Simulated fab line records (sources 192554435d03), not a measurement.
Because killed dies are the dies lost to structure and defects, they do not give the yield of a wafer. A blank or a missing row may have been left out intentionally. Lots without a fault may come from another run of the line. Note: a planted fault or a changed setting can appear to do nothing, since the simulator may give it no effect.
Split-lot experiment :: flow n5_finfet :: route with 1938 steps; 7 lots, 21 wafers read

THE SPLIT ITSELF
At N5_MOL_CONTACT_COAG_CONTACT_ETCH_14 (etches SiO2 in C4F6/O2, target depth 27.5 nm, overetch 8.5 nm, time 20 s), the setting source_w was moved away from the recipe's 370 W on 8 of the 21 wafers read, by -12.9% to +16.5%. For the rest of the wafers, this setting stayed at what the recipe calls for.

Reading taken at the split's own step.

THE READING
rf_vpp_V, in V, at N5_MOL_CONTACT_COAG_CONTACT_ETCH_14 (etches SiO2 in C4F6/O2, target depth 27.5 nm, overetch 8.5 nm, time 20 s). Fault-free wafers of this fab line usually give 693 V, standard deviation 3.1 V.

wafer: L076.3
tool, chamber at the split: rie_diel-02, 1
source_w as run, W: 370
against the recipe: recipe
rf_vpp_V, V: 694
against lot-mates on the recipe: -

wafer: L076.4
tool, chamber at the split: rie_diel-02, 2
source_w as run, W: 370
against the recipe: recipe
rf_vpp_V, V: 690
against lot-mates on the recipe: -

wafer: L076.6
tool, chamber at the split: rie_diel-02, 1
source_w as run, W: 412.2
against the recipe: +11.4%
rf_vpp_V, V: 664
against lot-mates on the recipe: -28

wafer: L078.2
tool, chamber at the split: rie_diel-02, 1
source_w as run, W: 370
against the recipe: recipe
rf_vpp_V, V: 694
against lot-mates on the recipe: -

wafer: L078.3
tool, chamber at the split: rie_diel-02, 2
source_w as run, W: 420.3
against the recipe: +13.6%
rf_vpp_V, V: 666
against lot-mates on the recipe: -28

wafer: L078.5
tool, chamber at the split: rie_diel-02, 1
source_w as run, W: 370
against the recipe: recipe
rf_vpp_V, V: 693
against lot-mates on the recipe: -

wafer: L081.1
tool, chamber at the split: rie_diel-03, 3
source_w as run, W: 370
against the recipe: recipe
rf_vpp_V, V: 693
against lot-mates on the recipe: -

wafer: L081.5
tool, chamber at the split: rie_diel-03, 2
source_w as run, W: 370
against the recipe: recipe
rf_vpp_V, V: 697
against lot-mates on the recipe: -

wafer: L081.6
tool, chamber at the split: rie_diel-03, 3
source_w as run, W: 325
against the recipe: -12.2%
rf_vpp_V, V: 719
against lot-mates on the recipe: +24

wafer: L082.1
tool, chamber at the split: rie_diel-06, 1
source_w as run, W: 370
against the recipe: recipe
rf_vpp_V, V: 696
against lot-mates on the recipe: -

wafer: L082.4
tool, chamber at the split: rie_diel-06, 3
source_w as run, W: 370
against the recipe: recipe
rf_vpp_V, V: 691
against lot-mates on the recipe: -

wafer: L082.5
tool, chamber at the split: rie_diel-06, 1
source_w as run, W: 370
against the recipe: recipe
rf_vpp_V, V: 694
against lot-mates on the recipe: -

wafer: L083.1
tool, chamber at the split: rie_diel-03, 0
source_w as run, W: 430.9
against the recipe: +16.5%
rf_vpp_V, V: 657
against lot-mates on the recipe: -40

wafer: L083.4
tool, chamber at the split: rie_diel-03, 2
source_w as run, W: 370
against the recipe: recipe
rf_vpp_V, V: 697
against lot-mates on the recipe: -

wafer: L083.6
tool, chamber at the split: rie_diel-03, 0
source_w as run, W: 430.9
against the recipe: +16.5%
rf_vpp_V, V: 656
against lot-mates on the recipe: -41

wafer: L088.1
tool, chamber at the split: rie_diel-02, 3
source_w as run, W: 322.1
against the recipe: -12.9%
rf_vpp_V, V: 723
against lot-mates on the recipe: +30

wafer: L088.2
tool, chamber at the split: rie_diel-02, 1
source_w as run, W: 370
against the recipe: recipe
rf_vpp_V, V: 693
against lot-mates on the recipe: -

wafer: L088.6
tool, chamber at the split: rie_diel-02, 2
source_w as run, W: 322.1
against the recipe: -12.9%
rf_vpp_V, V: 724
against lot-mates on the recipe: +31

wafer: L093.1
tool, chamber at the split: rie_diel-03, 0
source_w as run, W: 370
against the recipe: recipe
rf_vpp_V, V: 687
against lot-mates on the recipe: -

wafer: L093.4
tool, chamber at the split: rie_diel-03, 1
source_w as run, W: 392.9
against the recipe: +6.2%
rf_vpp_V, V: 670
against lot-mates on the recipe: -20

wafer: L093.5
tool, chamber at the split: rie_diel-03, 3
source_w as run, W: 370
against the recipe: recipe
rf_vpp_V, V: 692
against lot-mates on the recipe: -

THE FIT
A straight line over all 21 wafers: rf_vpp_V changes by -2.28 V for each +1% of source_w; r = -0.99; the points scatter about the line by 3.3 V.
The same after taking each lot's own level away (the mean of its wafers on the recipe; 21 wafers): -2.33 V for each +1%; r = -0.99; scatter 2.4 V.
Per that fit: largest source_w move, reading shift of 38 V.
From 689.5 to 697.0 V: that is the span of the lots' own levels, equal to 2.4 times the standard deviation above.
So the lot-to-lot level changes the slope little: the two slopes agree.
Check: for one of the wafers moved furthest among these (+16.5%), held out of the fit, the line's prediction against its lot-mates is -38.6 V. Against them it came out at -40 V.
Tool readings at the split's step, against how far the setting was moved: rf_vpp_V r = -0.99.

THE OTHER SPLITS THESE WAFERS WENT THROUGH
Before the reading, these wafers also passed through other splits. Each is held against what the fit with the lots' levels taken away leaves over:
other split on the same wafers: N5_SD_EPI_P_EXPOSE_06 dose_mj
wafers away from the commonest value: 8
r with rf_vpp_V (lot level and that fit taken away): +0.08

other split on the same wafers: N5_HKMG_FIN_ETCH_35 time_s
wafers away from the commonest value: 7
r with rf_vpp_V (lot level and that fit taken away): -0.17

THE FILE'S OWN FIT
rf_vpp_V changes by -2.32 V for each +1% of source_w, r = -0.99.
